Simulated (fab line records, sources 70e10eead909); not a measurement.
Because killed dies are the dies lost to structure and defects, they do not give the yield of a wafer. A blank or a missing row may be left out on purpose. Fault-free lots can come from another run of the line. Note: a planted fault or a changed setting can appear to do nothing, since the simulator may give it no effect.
Which tool did it?	flow nand harc	13 lots, 39 wafers sampled, at 6 steps of a route of 1159

== WHAT THE GAUGES READ, wafer by wafer ==
NHARC_A_ONON_D1_THK_MEAS_21: measures by ellipsometry. Usual: 999 nm for thk nm, sd 9.1.
lot	measured	on	thk nm (nm)	flag
L140	day 7 18:43	film metro-02	996 997 998	
L141	day 7 18:35	film metro-01	1000 998 998	
L143	day 8 17:42	film metro-02	991 992 991	
L145	day 9 09:10	film metro-02	982 983 983	
L149	day 10 06:54	film metro-01	668 995 996	OFF
L153	day 11 08:26	film metro-01	1012 1013 1012	
L155	day 11 21:11	film metro-01	997 996 998	
L156	day 12 04:40	film metro-02	1010 1011 1009	
L158	day 12 13:40	film metro-02	1004 1003 1003	
L159	day 12 13:40	film metro-01	1009 1010 1009	
L162	day 13 02:42	film metro-02	979 980 979	
L161	day 13 02:40	film metro-01	998 997 997	
L163	day 13 18:55	film metro-02	1000 1004 1002	

NHARC_A_ONON_D1_INSPECT_32. Usual: 77 for raw defect count, sd 27.
lot	measured	on	raw defect count	flag
L140	day 7 20:58	defect inspect-01	69 86 70	
L141	day 7 20:49	defect inspect-01	78 73 65	
L143	day 8 20:05	defect inspect-01	48 48 42	
L145	day 9 11:32	defect inspect-02	59 46 63	
L149	day 10 09:10	defect inspect-02	50 58 75	
L153	day 11 10:53	defect inspect-02	67 82 125	
L155	day 11 23:27	defect inspect-02	74 74 91	
L156	day 12 07:13	defect inspect-01	83 81 127	
L158	day 12 15:54	defect inspect-02	56 47 36	
L159	day 12 16:01	defect inspect-02	40 42 77	
L162	day 13 05:11	defect inspect-02	103 84 100	
L161	day 13 04:56	defect inspect-01	100 181 88	
L163	day 13 21:19	defect inspect-01	51 26 39	

NHARC_END_SORT_01. Usual: killed at array 29, standard deviation 13; killed at other 0.7, standard deviation 1; killed at periphery 3.2, standard deviation 2.3; killed dies 33, standard deviation 13; killed open 3.3, standard deviation 1.7; killed short 2.0, standard deviation 1.5.
lot	measured	on	killed at array	killed at other	killed at periphery	killed dies	killed open	killed short	flag
L149	day 22 01:38	prober-02	676 45 41	0 0 0	1 1 1	677 46 42	3 5 5	0 2 2	OFF

== WHAT TOOL EACH LOT RAN ON (gives the tool, then ch and the chambers of the sampled wafers, and finally the start) ==
lot	NHARC_P_BONDPAD_PVD_27	NHARC_P_BONDPAD_CMP_19	NHARC_A_ONON_D1_DEP_19
L140	pvd sputter-01, day 6 06:25 or earlier	cmp-03 ch 1,2, day 6 06:25	pecvd onon-01 ch 0, day 7 18:13
L141	pvd sputter-01, day 6 07:16 or earlier	cmp-02 ch 0,1,2, day 6 07:16	pecvd onon-04 ch 0, day 7 18:11
L143	pvd sputter-02, day 7 05:33 or earlier	cmp-02 ch 0,2,3, day 7 05:33	pecvd onon-04 ch 0, day 8 17:11
L145	pvd sputter-02, day 7 20:05 or earlier	cmp-03 ch 2,3, day 7 20:05	pecvd onon-03 ch 0, day 9 08:39
L149	pvd sputter-01, day 8 18:17 or earlier	cmp-02 ch 1,2,3, day 8 18:17	pecvd onon-03 ch 0, day 10 06:23
L153	pvd sputter-03, day 9 21:04 or earlier	cmp-03 ch 1,2,3, day 9 21:04	pecvd onon-01 ch 0, day 11 07:55
L155	pvd sputter-01, day 10 07:46 or earlier	cmp-04 ch 1,3, day 10 07:46	pecvd onon-01 ch 0, day 11 20:44
L156	pvd sputter-03, day 10 19:44 or earlier	cmp-02 ch 1,3, day 10 19:44	pecvd onon-04 ch 0, day 12 04:10
L158	pvd sputter-03, day 10 21:21 or earlier	cmp-04 ch 0,1,3, day 10 21:21	pecvd onon-04 ch 0, day 12 13:09
L159	pvd sputter-02, day 11 05:08 or earlier	cmp-02 ch 1,2,3, day 11 05:08	pecvd onon-01 ch 0, day 12 13:08
L162	pvd sputter-01, day 11 15:30 or earlier	cmp-04 ch 0,2, day 11 15:30	pecvd onon-01 ch 0, day 13 02:10
L161	pvd sputter-01, day 11 16:35 or earlier	cmp-04 ch 0,3, day 11 16:35	pecvd onon-04 ch 0, day 13 02:17
L163	pvd sputter-01, day 12 03:23 or earlier	cmp-04 ch 0,2,3, day 12 03:23	pecvd onon-04 ch 0, day 13 18:32
- NHARC_P_BONDPAD_PVD_27: deposits Cu, target thk 30 nm, time 20.49 s.
- NHARC_P_BONDPAD_CMP_19: polishes, t overpolish 30 s, cu recess touch 16 s, target thk 160.81 nm.
- NHARC_A_ONON_D1_DEP_19: target thk 1000 nm.

== WHAT THE TOOLS THEMSELVES READ (means of the sampled wafers that have a number; where no wafer has one, the mark that the record gives instead) ==
NHARC_P_BONDPAD_PVD_27. Usual: 29.6 % for throttle valve pct, sd 0.79.
lot	tool	throttle valve pct (%)	flag
L140	pvd sputter-01	29.4	
L141	pvd sputter-01	29.9	
L143	pvd sputter-02	28.9	
L145	pvd sputter-02	29.3	
L149	pvd sputter-01	30.4	
L153	pvd sputter-03	29.8	
L155	pvd sputter-01	30.0	
L156	pvd sputter-03	30.2	
L158	pvd sputter-03	29.8	
L159	pvd sputter-02	29.0	
L162	pvd sputter-01	30.0	
L161	pvd sputter-01	30.4	
L163	pvd sputter-01	29.7	

NHARC_P_BONDPAD_CMP_19. Usual: edge zone pressure frac 1.000, standard deviation 0.0051; motor current A 12.0 A, standard deviation 1; overpolish run s 30.000 s, standard deviation 0.01.
lot	tool	edge zone pressure frac	motor current A (A)	overpolish run s (s)	flag
L140	cmp-03	1.004	12.9	29.993	
L141	cmp-02	1.002	11.5	30.001	
L143	cmp-02	1.001	12.5	29.998	
L145	cmp-03	1.000	13.2	29.995	
L149	cmp-02	0.996	11.5	29.996	
L153	cmp-03	0.997	13.0	30.004	
L155	cmp-04	1.000	12.8	30.011	
L156	cmp-02	0.998	11.3	30.000	
L158	cmp-04	0.994	12.0	30.006	
L159	cmp-02	1.000	11.8	30.003	
L162	cmp-04	0.999	10.8	30.007	
L161	cmp-04	0.998	11.3	29.992	
L163	cmp-04	1.005	12.3	30.001	

== THE ANSWER, worked out from the rows above alone ==
Rule: lot off if the mean of its wafers having a number is beyond 3 standard deviations from the usual mean. A lot without any number at a reading at which 4 lots or more have one is off too. The other lots that the step has rows for count as sound. After the gauges, taken in route order, come the tools' own readings; for these a lot's mean is taken, as printed above. At the first step where some lot is off, the reading lying furthest off is the one used; lots without a number count as furthest.
Off: L149, at NHARC_A_ONON_D1_THK_MEAS_21 (thk nm).
A tool fits if, at a process step before that reading, it ran every lot that is off, and no sound lot after the first of them. The gauges at NHARC_A_ONON_D1_THK_MEAS_21 aren't tried: what is off there is off at NHARC_END_SORT_01 too, on other tools, and a gauge's error can't cause that. NHARC_P_BONDPAD_PVD_27: start missing for some lots; hours and lot order therefore follow NHARC_P_BONDPAD_CMP_19. One fits: pecvd onon-03 at NHARC_A_ONON_D1_DEP_19. Its last sound lot is L145 (day 9 08:39), its first lot that is off L149 (day 10 06:23): a fault that began between those two fits.

== WHAT HAD BEEN PUT IN BY THE SIMULATOR ==
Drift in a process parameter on pecvd onon-03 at NHARC_A_ONON_D1_DEP_19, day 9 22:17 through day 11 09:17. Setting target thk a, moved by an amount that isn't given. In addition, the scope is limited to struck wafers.
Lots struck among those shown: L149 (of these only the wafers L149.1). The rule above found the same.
